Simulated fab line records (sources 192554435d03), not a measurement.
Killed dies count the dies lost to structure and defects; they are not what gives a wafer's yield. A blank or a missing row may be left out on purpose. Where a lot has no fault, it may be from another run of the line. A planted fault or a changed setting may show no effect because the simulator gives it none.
Matching of chambers + flow n5Finfet + N5_BEOL_M15_STRIP_36 on rieDiel-02: 4 sister chambers
The step strips in O2. 8 wafers are shown with their chamber, then 8 later ones without.

WAFERS, EACH WITH ITS CHAMBER
| wafer  | chamber | drypumpMotorCurrentA (A) | showerheadPlenumPTorr (Torr) |
|--------|---------|--------------------------|------------------------------|
| L074.6 | 3       | 5.9                      | 2.14                         |
| L089.2 | 3       | 5.9                      | 2.13                         |
| L089.3 | 2       | 5.3                      | 2.12                         |
| L089.4 | 1       | 5.9                      | 2.07                         |
| L091.3 | 0       | 6.5                      | 2.21                         |
| L091.5 | 2       | 5.2                      | 2.12                         |
| L091.6 | 1       | 5.9                      | 2.07                         |
| L093.1 | 0       | 6.5                      | 2.21                         |

WAFERS WITH NO CHAMBER GIVEN
| wafer  | drypumpMotorCurrentA (A) | showerheadPlenumPTorr (Torr) |
|--------|--------------------------|------------------------------|
| L093.2 | 5.9                      | 2.07                         |
| L093.4 | 5.9                      | 2.13                         |
| L094.1 | 5.9                      | 2.13                         |
| L094.2 | 5.9                      | 2.07                         |
| L094.5 | 5.9                      | 2.07                         |
| L097.2 | 5.9                      | 2.07                         |
| L097.4 | 5.9                      | 2.13                         |
| L097.5 | 5.9                      | 2.13                         |

THE CHAMBER EACH PASSED THROUGH
| wafer  | from the rows above | in truth |
|--------|---------------------|----------|
| L093.2 | 1                   | 1        |
| L093.4 | 3                   | 3        |
| L094.1 | 3                   | 3        |
| L094.2 | 1                   | 1        |
| L094.5 | 1                   | 1        |
| L097.2 | 1                   | 1        |
| L097.4 | 3                   | 3        |
| L097.5 | 3                   | 3        |
Correct placement for 8 of the 8. Left unplaced by these rows: 0. Number placed wrongly: 0.
How it was worked out, from the rows above alone: a wafer's distance from a chamber is the root of the sum, over the readings, of the square of ((its reading less the chamber's mean) divided by the reading's scatter). The wafer belongs to the nearest chamber; if the next one is less than 2 further off, it can't be placed. For every chamber, the mean is computed from those of its wafers that are shown. The scatter: take each reading less its chamber's mean, square it, sum over the shown wafers, divide by the number of wafers less the number of chambers, and take the root.
